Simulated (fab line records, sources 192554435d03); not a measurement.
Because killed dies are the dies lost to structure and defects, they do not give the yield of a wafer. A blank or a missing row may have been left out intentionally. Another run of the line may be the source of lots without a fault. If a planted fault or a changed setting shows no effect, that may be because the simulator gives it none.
fab line records	flow n5-finfet	part 1 of 2: steps 1 to 24 of 34
record: lots: 5	wafers: 15	last-day: 16
route steps=1938 shown BEOL_M14@1733
lots that met no fault: from a run of the same line without faults
start-h: hours from the record's opening day to when the first of the lot's shown wafers began	wait-h: hours from the lot's prior step to this one	" same as the row above	L1.1+2: several wafers, shown together as one row	- either no value or no given start	* or withheld: withheld	< > ~ a bound
route shown NAME@n: names a module that has steps shown in the file, with the first one's number in the route	usual: mean/standard deviation taken from wafers without a fault	same: alike in all rows	chamber/n: place in a boat	sites: the reading at each site	_std_site: how widely they spread, as a standard deviation	_edge_site: inner sites' mean taken away from outer sites' mean	radius-mm: for every site, how far away it sits from the centre of the wafer	mask NAME#n: copy n	behind: the most recent tool/chamber to have shaped the wafer	hold: cause of the lot's hold/its duration in hours/its outcome	device: the transistor (n, p or np) that didn't switch	end of line: the route-end tests of the same wafers	a step given without rows: its recipe and nothing more	killed: count of dies lost to structure and defects at first sort (not the wafer's yield)	map: the dies of a wafer, with x for killed, . for not killed, _ for no die there
set.NAME: setting as actually run; set.NAME@STEP: the setting as run at that earlier step	model.NAME: the simulator's own value behind a step, which no gauge read
certain route steps with their lots: each step a table, each wafer a row
services: a tool's chamber out of use, with start hour (start-h, from the record's first day; less than 0 if before it), hours out, and reason
== steps ==
step: N5_BEOL_M14_STRIP_64
recipe: chemistry: O2	power-w: 600	temp-c: 60	pressure-mtorr: 30	rf-frequency-hz: 6e+07	bias-power-w: 0	overash-fraction: 0.3	o2-flow-sccm: 225
usual: drypump-motor-current-A: 5.8/0.43	oes-product-au: 0.82/0.065	rf-vpp-V: 3.6/0.5	showerhead-plenum-p-Torr: 2.11/0.073	throttle-valve-pct: 16.55/0.15
lot.wafer	tool	chamber	start-h	wait-h	drypump-motor-current-A	oes-product-au	rf-hours-counter-h	rf-vpp-V	showerhead-plenum-p-Torr	throttle-valve-pct
L074.1	rie-diel-02	3	-	-	5.6	0.86	41	3.8	2.13	16.27
L074.4	"	0	"	"	5.8	0.69	217	3.4	1.99	16.71
L074.5	"	2	"	"	6.2	0.79	-	4.8	2.20	16.53
L083.2	rie-diel-05	2	-	-	6.5	0.93	25	3.6	2.14	16.61
L083.4	"	3	"	"	5.2	0.84	79	4.6	2.20	16.56
L083.6	"	3	"	"	5.2	0.82	-	3.8	2.20	16.56
L093.1	rie-diel-02	3	-	-	5.7	0.82	76	3.3	2.12	16.34
L093.3	"	1	"	"	5.2	0.79	112	4.0	2.11	16.62
L093.5	"	1	"	"	5.2	0.79	-	4.0	2.11	16.64
L091.1	rie-diel-02	2	-	-	6.2	0.75	136	3.9	2.19	16.58
L091.2	"	1	"	"	5.2	0.79	113	3.5	2.11	16.62
L091.4	"	1	"	"	5.2	0.79	-	3.4	2.11	16.63
L092.4	rie-diel-05	1	-	-	5.6	0.78	-	2.8	2.02	16.74
L092.5	"	0	"	"	5.8	0.81	-	3.9	2.02	16.55
L092.6	"	2	"	"	6.6	0.88	-	3.0	2.13	16.65
step: N5_BEOL_M14_STRIP_71
recipe: chemistry: post-etch-residue-remover	time-s: 60	temp-c: 25	remover-ph: withheld	remover-water-wt-pct: withheld	remover-fluoride-wt-pct: withheld
same: time-s: 60
lot.wafer	tool	chamber	start-h	wait-h
L074.1+4+5	wet-bench-04	1,5,7	254.59	-
L083.2+4+6	wet-bench-05	0,3,7	309.07	-
L093.1+3+5	wet-bench-05	3,2,1	355.15	-
L091.1+2+4	wet-bench-04	4,7,6	355.55	-
L092.4+5+6	wet-bench-01	1,2,0	360.05	-
step: N5_BEOL_M14_SRD_72
recipe: time-s: 30	temp-c: 23	rinse-liquid: diw	dry: n2-spin	spin-rpm: 1500	dry-time-s: 30
same: time-s: 30
lot.wafer	tool	chamber	start-h	wait-h
L074.1+4+5	wet-bench-04	1,5,7	254.61	0.0
L083.2+4+6	wet-bench-05	0,3,7	309.09	0.0
L093.1+3+5	wet-bench-05	3,2,1	355.17	0.0
L091.1+2+4	wet-bench-04	4,7,6	355.57	0.0
L092.4+5+6	wet-bench-01	1,2,0	360.09	0.0
step: N5_BEOL_M14_CD_MEAS_17
recipe: target-cd-nm: 250	polarity: opening
usual: cd-nm: 250.2/1.6
lot.wafer	tool	chamber	start-h	wait-h	cd-nm
L074.1	cd-sem-01	-	254.65	0.0	252.2
L074.4	"	-	"	"	251.0
L074.5	"	-	"	"	249.4
L083.2	cd-sem-01	-	309.13	0.0	249.0
L083.4	"	-	"	"	250.7
L083.6	"	-	"	"	249.0
L093.1	cd-sem-02	-	355.21	0.0	249.2
L093.3	"	-	"	"	251.0
L093.5	"	-	"	"	250.4
L091.1	cd-sem-01	-	355.61	0.0	249.6
L091.2	"	-	"	"	252.7
L091.4	"	-	"	"	248.9
L092.4	cd-sem-01	-	360.15	0.0	251.1
L092.5	"	-	"	"	248.3
L092.6	"	-	"	"	249.3
step: N5_BEOL_M14_COAT_65
recipe: resist: SOC	temp-c: 250	time-s: 60	spin-rpm: 1500	resist-thk-nm: 450
same: time-s: 60
lot.wafer	tool	chamber	start-h	wait-h
L074.1+4+5	litho-track-01	0	254.69	0.0
L083.2+4+6	litho-track-02	0	309.16	0.0
L093.1+3+5	litho-track-03	0	355.25	0.0
L091.1+2+4	litho-track-02	0	355.64	0.0
L092.4+5+6	litho-track-03	0	360.19	0.0
step: N5_BEOL_M14_COAT_66
recipe: resist: SiARC	temp-c: 220	time-s: 60	spin-rpm: 1500	resist-thk-nm: 110
same: time-s: 60
lot.wafer	tool	chamber	start-h	wait-h
L074.1+4+5	litho-track-01	0	-	-
L083.2+4+6	litho-track-02	0	-	-
L093.1+3+5	litho-track-03	0	-	-
L091.1+2+4	litho-track-02	0	-	-
L092.4+5+6	litho-track-03	0	-	-
step: N5_BEOL_M14_COAT_22
recipe: spin-rpm: 2888	resist-thk-nm: 300
lot.wafer	tool	chamber	start-h	wait-h
L074.1+4+5	litho-track-01	0	-	-
L083.2+4+6	litho-track-02	0	-	-
L093.1+3+5	litho-track-03	0	-	-
L091.1+2+4	litho-track-02	0	-	-
L092.4+5+6	litho-track-03	0	-	-
step: N5_BEOL_M14_EBR_24
recipe: solvent: PGMEA	ebr-width-mm: 1.5
lot.wafer	tool	chamber	start-h	wait-h
L074.1+4+5	litho-track-01	0	-	-
L083.2+4+6	litho-track-02	0	-	-
L093.1+3+5	litho-track-03	0	-	-
L091.1+2+4	litho-track-02	0	-	-
L092.4+5+6	litho-track-03	0	-	-
step: N5_BEOL_M14_SOFTBAKE_23
recipe: temp-c: 130	time-s: 60
same: time-s: 60
lot.wafer	tool	chamber	start-h	wait-h
L074.1+4+5	litho-track-01	0	-	-
L083.2+4+6	litho-track-02	0	-	-
L093.1+3+5	litho-track-03	0	-	-
L091.1+2+4	litho-track-02	0	-	-
L092.4+5+6	litho-track-03	0	-	-
step: N5_BEOL_M14_EXPOSE_25
recipe: mask-id: M14	na: 0.8	source-shape: annular	sigma-inner: 0.5	sigma-outer: 0.8	polarization: unpolarized	target-cd-nm: 280	dose-mj: 26.6
lot.wafer	tool	chamber	start-h	wait-h	mask
L074.1+4+5	krf-scanner-02	0	254.95	-	M14#0
L083.2+4+6	krf-scanner-01	0	309.41	-	M14#0
L093.1+3+5	krf-scanner-02	0	355.39	-	M14#0
L091.1+2+4	krf-scanner-02	0	355.76	-	M14#0
L092.4+5+6	krf-scanner-02	0	360.45	-	M14#0
step: N5_BEOL_M14_PEB_26
recipe: peb-temp-c: 130	peb-time-s: 90
lot.wafer	tool	chamber	start-h	wait-h
L074.1+4+5	litho-track-02	0	255.01	0.1
L083.2+4+6	litho-track-02	0	309.46	0.0
L093.1+3+5	litho-track-03	0	355.45	0.1
L091.1+2+4	litho-track-02	0	355.82	0.1
L092.4+5+6	litho-track-03	0	360.49	0.0
step: N5_BEOL_M14_DEVELOP_27
recipe: develop-time-s: 45	rinse-liquid: diw	dry: air-spin	dev-temp-c: 21
usual: developer-temp-C: 21.02/0.11
same: develop-time-s: 45
lot.wafer	tool	chamber	start-h	wait-h	developer-temp-C
L074.1	litho-track-02	0	-	-	20.85
L074.4	"	0	"	"	21.03
L074.5	"	0	"	"	20.85
L083.2	litho-track-02	0	-	-	20.93
L083.4	"	0	"	"	20.96
L083.6	"	0	"	"	20.90
L093.1	litho-track-03	0	-	-	20.98
L093.3	"	0	"	"	20.93
L093.5	"	0	"	"	21.15
L091.1	litho-track-02	0	-	-	21.07
L091.2	"	0	"	"	20.87
L091.4	"	0	"	"	21.02
L092.4	litho-track-03	0	-	-	20.89
L092.5	"	0	"	"	20.85
L092.6	"	0	"	"	20.89
step: N5_BEOL_M14_HARDBAKE_32
recipe: temp-c: 130	time-s: 120
same: time-s: 120
lot.wafer	tool	chamber	start-h	wait-h
L074.1+4+5	litho-track-02	0	-	-
L083.2+4+6	litho-track-02	0	-	-
L093.1+3+5	litho-track-03	0	-	-
L091.1+2+4	litho-track-02	0	-	-
L092.4+5+6	litho-track-03	0	-	-
step: N5_BEOL_M14_CD_MEAS_28
recipe: target-cd-nm: 284.4	landing-energy-ev: 500	detector: se-inlens
usual: cd-nm: 285.5/1.9
same: landing-energy-ev: 500
lot.wafer	tool	chamber	start-h	wait-h	cd-nm
L074.1	cd-sem-02	0	255.13	-	289.2
L074.4	"	0	"	"	287.1
L074.5	"	0	"	"	287.9
L083.2	cd-sem-02	0	309.58	-	287.1
L083.4	"	0	"	"	285.8
L083.6	"	0	"	"	287.2
L093.1	cd-sem-01	0	355.57	-	285.3
L093.3	"	0	"	"	286.5
L093.5	"	0	"	"	287.4
L091.1	cd-sem-01	0	355.93	-	285.9
L091.2	"	0	"	"	284.9
L091.4	"	0	"	"	285.5
L092.4	cd-sem-03	0	360.61	-	285.7
L092.5	"	0	"	"	285.3
L092.6	"	0	"	"	284.8
step: N5_BEOL_M14_OVL_MEAS_29
recipe: points-per-wafer: 44
usual: M14_OVL: 0/6
same: points-per-wafer: 44
lot.wafer	tool	chamber	start-h	wait-h	M14_OVL[nm]
L074.1	overlay-02	0	255.16	0.0	4
L074.4	"	0	"	"	3
L074.5	"	0	"	"	8
L083.2	overlay-02	0	309.61	0.0	-6
L083.4	"	0	"	"	-7
L083.6	"	0	"	"	-2
L093.1	overlay-01	0	355.60	0.0	12
L093.3	"	0	"	"	1
L093.5	"	0	"	"	3
L091.1	overlay-01	0	355.97	0.0	0
L091.2	"	0	"	"	-1
L091.4	"	0	"	"	-2
L092.4	overlay-02	0	360.63	0.0	-3
L092.5	"	0	"	"	1
L092.6	"	0	"	"	-2
step: N5_BEOL_M14_INSPECT_30
recipe: mode: adi	inspect-instrument: macro
usual: raw-defect-count: 1.9/1.3
lot.wafer	tool	chamber	start-h	wait-h	raw-defect-count
L074.1	defect-inspect-01	-	255.18	0.0	1
L074.4	"	-	"	"	2
L074.5	"	-	"	"	3
L083.2	defect-inspect-01	-	309.63	0.0	1
L083.4	"	-	"	"	2
L083.6	"	-	"	"	1
L093.1	defect-inspect-01	-	355.62	0.0	1
L093.3	"	-	"	"	0
L093.5	"	-	"	"	1
L091.1	defect-inspect-01	-	355.99	0.0	1
L091.2	"	-	"	"	1
L091.4	"	-	"	"	2
L092.4	defect-inspect-01	-	360.66	0.0	2
L092.5	"	-	"	"	0
L092.6	"	-	"	"	0
step: N5_BEOL_M14_DESCUM_33
recipe: chemistry: O2	time-s: 7.9	source-power-w: 50	bias-power-w: 20	pressure-mtorr: 20	rf-frequency-hz: 2.712e+07	temp-c: 40	o2-flow-sccm: 225
usual: drypump-motor-current-A: 5.7/0.42	oes-product-au: 0.83/0.068	rf-vpp-V: 243.3/1.4	showerhead-plenum-p-Torr: 2.10/0.069	throttle-valve-pct: 20.28/0.16
same: time-s: 7.9
lot.wafer	tool	chamber	start-h	wait-h	drypump-motor-current-A	oes-product-au	rf-hours-counter-h	rf-vpp-V	showerhead-plenum-p-Torr	throttle-valve-pct
L074.1	rie-diel-05	2	255.57	0.4	6.6	0.98	9	242.9	2.14	20.36
L074.4	"	1	"	"	5.6	0.82	73	242.6	2.03	20.46
L074.5	"	0	"	"	5.8	0.87	-	242.2	2.03	20.29
L083.2	rie-diel-02	0	309.69	0.1	5.8	0.69	233	241.4	1.98	20.42
L083.4	"	3	"	"	5.7	0.84	58	242.0	2.12	20.08
L083.6	"	2	"	"	6.2	0.77	-	244.3	2.19	20.31
L093.1	rie-diel-04	2	355.90	0.3	5.8	0.91	47	243.6	2.02	20.18
L093.3	"	0	"	"	5.2	0.83	62	243.1	2.02	19.87
L093.5	"	2	"	"	5.8	0.90	-	243.4	2.02	20.21
L091.1	rie-diel-02	2	356.05	0.1	6.2	0.76	136	244.1	2.19	20.33
L091.2	"	1	"	"	5.3	0.79	113	243.4	2.10	20.35
L091.4	"	1	"	"	5.2	0.79	-	242.6	2.10	20.34
L092.4	rie-diel-02	2	360.71	0.0	6.2	0.75	-	244.4	2.19	20.34
L092.5	"	1	"	"	5.3	0.78	-	245.0	2.10	20.34
L092.6	"	3	"	"	5.7	0.82	-	242.2	2.11	20.10
step: N5_BEOL_M14_ETCH_67
recipe: chemistry: CF4	target: SiARC	target-depth-a: 1430	time-s: 238.3	ion-energy-ev: 80	pressure-mtorr: 40	source-w: 545	bias-w: 36	Ar_flow_sccm: 100	cf4-flow-sccm: 100	ends: cleared
usual: drypump-motor-current-A: 5.7/0.42	etch-rf-on-time-s: 237/3.5	oes-product-au: 0.71/0.057	rf-vpp-V: 184.1/1	showerhead-plenum-p-Torr: 2.15/0.066	throttle-valve-pct: 15.48/0.15
lot.wafer	tool	chamber	start-h	wait-h	drypump-motor-current-A	etch-rf-on-time-s	oes-product-au	rf-hours-counter-h	rf-vpp-V	showerhead-plenum-p-Torr	throttle-valve-pct
L074.1	rie-diel-05	2	255.61	0.0	6.5	235	0.82	9	184.9	2.20	15.55
L074.4	"	1	"	"	5.6	235	0.70	73	181.9	2.08	15.62
L074.5	"	0	"	"	5.8	235	0.73	-	182.9	2.07	15.40
L083.2	rie-diel-02	0	309.73	0.0	5.8	243	0.60	233	182.9	2.03	15.68
L083.4	"	3	"	"	5.7	239	0.71	58	184.5	2.17	15.26
L083.6	"	2	"	"	6.2	237	0.66	-	184.6	2.22	15.43
L093.1	rie-diel-04	2	355.93	0.0	5.7	229	0.78	47	182.5	2.09	15.44
L093.3	"	0	"	"	5.2	236	0.71	62	181.7	2.09	15.17
L093.5	"	2	"	"	5.8	230	0.78	-	183.4	2.09	15.45
L091.1	rie-diel-02	2	356.09	0.0	6.2	240	0.65	136	185.1	2.22	15.45
L091.2	"	1	"	"	5.3	241	0.68	113	184.9	2.15	15.56
L091.4	"	1	"	"	5.2	239	0.68	-	184.3	2.15	15.55
L092.4	rie-diel-02	2	360.80	0.1	6.2	241	0.64	-	184.0	2.22	15.45
L092.5	"	1	"	"	5.2	242	0.68	-	183.3	2.15	15.57
L092.6	"	3	"	"	5.6	242	0.69	-	183.6	2.17	15.32
step: N5_BEOL_M14_ETCH_68
recipe: chemistry: N2/H2	target: SOC	mask-material: SiARC	source-w: 3000	bias-w: 350	temp-c: 40	time-s: 450	ion-energy-ev: 200	pressure-mtorr: 30	n2-flow-sccm: 200	h2-flow-sccm: 200
usual: drypump-motor-current-A: 5.7/0.42	h2-flow-sccm: 199.9/0.61	oes-product-au: 0.83/0.067	rf-vpp-V: 524.0/2.4	showerhead-plenum-p-Torr: 2.55/0.083	throttle-valve-pct: 17.65/0.19
same: time-s: 450
lot.wafer	tool	chamber	start-h	wait-h	drypump-motor-current-A	h2-flow-sccm	oes-product-au	rf-hours-counter-h	rf-vpp-V	showerhead-plenum-p-Torr	throttle-valve-pct
L074.1	rie-diel-05	2	255.75	0.1	6.5	201.0	0.96	9	525.0	2.63	17.83
L074.4	"	1	"	"	5.7	201.1	0.82	73	521.5	2.47	17.83
L074.5	"	0	"	"	5.8	199.9	0.86	-	522.6	2.48	17.73
L083.2	rie-diel-02	0	309.87	0.1	5.8	201.0	0.69	233	520.7	2.40	17.78
L083.4	"	3	"	"	5.7	199.7	0.83	58	524.5	2.58	17.48
L083.6	"	2	"	"	6.2	200.1	0.77	-	525.7	2.65	17.52
L093.1	rie-diel-04	2	356.08	0.1	5.7	199.3	0.91	47	523.3	2.47	17.55
L093.3	"	0	"	"	5.2	200.2	0.83	62	520.6	2.46	17.17
L093.5	"	2	"	"	5.8	199.7	0.91	-	521.9	2.47	17.56
L091.1	rie-diel-02	2	356.23	0.1	6.2	199.3	0.75	137	526.4	2.64	17.55
L091.2	"	1	"	"	5.3	199.8	0.79	113	523.8	2.57	17.79
L091.4	"	1	"	"	5.3	200.2	0.79	-	524.0	2.57	17.78
L092.4	rie-diel-02	2	361.00	0.1	6.2	199.4	0.75	-	525.9	2.64	17.56
L092.5	"	1	"	"	5.3	200.8	0.79	-	524.8	2.57	17.77
L092.6	"	3	"	"	5.7	200.8	0.81	-	524.4	2.57	17.53
step: N5_BEOL_M14_STRIP_69
recipe: chemistry: N2/H2	temp-c: 40	n2-flow-sccm: 200	h2-flow-sccm: 200	rf-frequency-hz: 6e+07
lot.wafer	tool	chamber	start-h	wait-h
L074.1+4+5	rie-diel-05	2,1,0	256.02	0.1
L083.2+4+6	rie-diel-02	0,3,2	310.14	0.1
L093.1+3+5	rie-diel-04	2,0,2	356.34	0.1
L091.1+2+4	rie-diel-02	2,1,1	356.50	0.1
L092.4+5+6	rie-diel-02	2,1,3	361.14	0.0
step: N5_BEOL_M14_TRENCH_ETCH_34
recipe: chemistry: C4F8/O2/Ar	target: SiO2	target-depth-a: 5566.5	mask-material: SOC	he-inner-torr: 15	he-outer-torr: 30	time-s: 126.9	ion-energy-ev: 800	pressure-mtorr: 20	source-w: 1905	bias-w: 2040	Ar_flow_sccm: 400	C4F8_flow_sccm: 16	O2_flow_sccm: 12
usual: drypump-motor-current-A: 5.7/0.42	he-inner-torr: 15.00/0.034	oes_ar_750_au: 0.83/0.061	oes-product-au: 0.83/0.066	rf-vpp-V: 2228/38	showerhead-plenum-p-Torr: 3.44/0.1	throttle-valve-pct: 30.74/0.19
same: time-s: 126.9
lot.wafer	tool	chamber	start-h	wait-h	drypump-motor-current-A	he-inner-torr	oes_ar_750_au	oes-product-au	rf-hours-counter-h	rf-vpp-V	showerhead-plenum-p-Torr	throttle-valve-pct
L074.1	rie-diel-05	2	256.03	0.0	6.5	15.00	0.95	0.96	9	2195	3.53	31.00
L074.4	"	1	"	"	5.6	14.97	0.81	0.83	73	2218	3.33	30.92
L074.5	"	0	"	"	5.8	14.96	0.85	0.86	-	2199	3.34	30.76
L083.2	rie-diel-02	0	310.15	0.0	5.8	14.97	0.70	0.69	234	2277	3.26	30.79
L083.4	"	3	"	"	5.7	15.00	0.83	0.83	58	2290	3.48	30.60
L083.6	"	2	"	"	6.2	14.97	0.77	0.77	-	2166	3.56	30.55
L093.1	rie-diel-04	2	356.35	0.0	5.8	15.05	0.90	0.92	47	2224	3.35	30.85
L093.3	"	0	"	"	5.2	15.01	0.81	0.82	62	2282	3.34	30.35
L093.5	"	2	"	"	5.8	15.02	0.91	0.91	-	2227	3.35	30.82
L091.1	rie-diel-02	2	356.51	0.0	6.2	15.03	0.77	0.75	137	2164	3.55	30.55
L091.2	"	1	"	"	5.2	14.91	0.79	0.79	113	2217	3.44	30.66
L091.4	"	1	"	"	5.2	14.96	0.79	0.79	-	2219	3.44	30.65
L092.4	rie-diel-02	2	361.20	0.1	6.2	14.96	0.76	0.75	-	2164	3.55	30.56
L092.5	"	1	"	"	5.3	15.01	0.79	0.80	-	2217	3.44	30.66
L092.6	"	3	"	"	5.7	15.01	0.80	0.81	-	2290	3.47	30.61
step: N5_BEOL_M14_STRIP_70
recipe: chemistry: C4F8/O2/Ar	resist: SiARC	rf-frequency-hz: 6e+07
lot.wafer	tool	chamber	start-h	wait-h
L074.1+4+5	rie-diel-05	2,1,0	256.14	0.1
L083.2+4+6	rie-diel-02	0,3,2	310.26	0.1
L093.1+3+5	rie-diel-04	2,0,2	356.47	0.1
L091.1+2+4	rie-diel-02	2,1,1	356.62	0.1
L092.4+5+6	rie-diel-02	2,1,3	361.27	0.0
step: N5_BEOL_M14_OCD_MEAS_35
usual: trench-depth-nm: 560/8.6
lot.wafer	tool	chamber	start-h	wait-h	trench-depth-nm
L074.1	ocd-01	-	256.18	0.0	560
L074.4	"	-	"	"	566
L074.5	"	-	"	"	566
L083.2	ocd-01	-	310.30	0.0	545
L083.4	"	-	"	"	558
L083.6	"	-	"	"	556
L093.1	ocd-02	-	356.51	0.0	582
L093.3	"	-	"	"	556
L093.5	"	-	"	"	581
L091.1	ocd-01	-	356.66	0.0	554
L091.2	"	-	"	"	557
L091.4	"	-	"	"	550
L092.4	ocd-01	-	361.30	0.0	553
L092.5	"	-	"	"	558
L092.6	"	-	"	"	556
step: N5_BEOL_M14_STRIP_37
recipe: chemistry: O2	power-w: 600	temp-c: 60	pressure-mtorr: 30	rf-frequency-hz: 6e+07	bias-power-w: 0	overash-fraction: 0.3	o2-flow-sccm: 225
usual: drypump-motor-current-A: 5.7/0.42	oes-product-au: 0.83/0.068	rf-vpp-V: 3.7/0.89	showerhead-plenum-p-Torr: 2.09/0.067	throttle-valve-pct: 16.51/0.21
lot.wafer	tool	chamber	start-h	wait-h	drypump-motor-current-A	oes-product-au	rf-hours-counter-h	rf-vpp-V	showerhead-plenum-p-Torr	throttle-valve-pct
L074.1	rie-diel-05	0	259.12	2.9	5.8	0.87	57	3.7	2.03	16.51
L074.4	"	1	"	"	5.6	0.81	75	2.7	2.03	16.68
L074.5	"	0	"	"	5.8	0.86	-	3.3	2.03	16.50
L083.2	rie-diel-04	1	313.28	3.0	5.4	0.81	90	4.4	2.12	16.56
L083.4	"	0	"	"	5.2	0.84	-	4.6	2.03	16.08
L083.6	"	1	"	"	5.4	0.81	-	3.0	2.12	16.55
L093.1	rie-diel-04	1	357.72	1.2	5.4	0.81	104	3.8	2.11	16.62
L093.3	"	0	"	"	5.3	0.82	63	3.6	2.02	16.11
L093.5	"	0	"	"	5.2	0.83	-	5.2	2.03	16.16
L091.1	rie-diel-05	1	362.21	5.5	5.6	0.77	109	2.3	2.02	16.74
L091.2	"	3	"	"	5.2	0.83	94	5.1	2.20	16.56
L091.4	"	2	"	"	6.5	0.89	45	2.8	2.13	16.65
L092.4	rie-diel-04	1	362.81	1.5	5.4	0.83	-	2.4	2.11	16.61
L092.5	"	0	"	"	5.2	0.82	-	4.6	2.03	16.14
L092.6	"	2	"	"	5.7	0.90	-	5.7	2.02	16.42
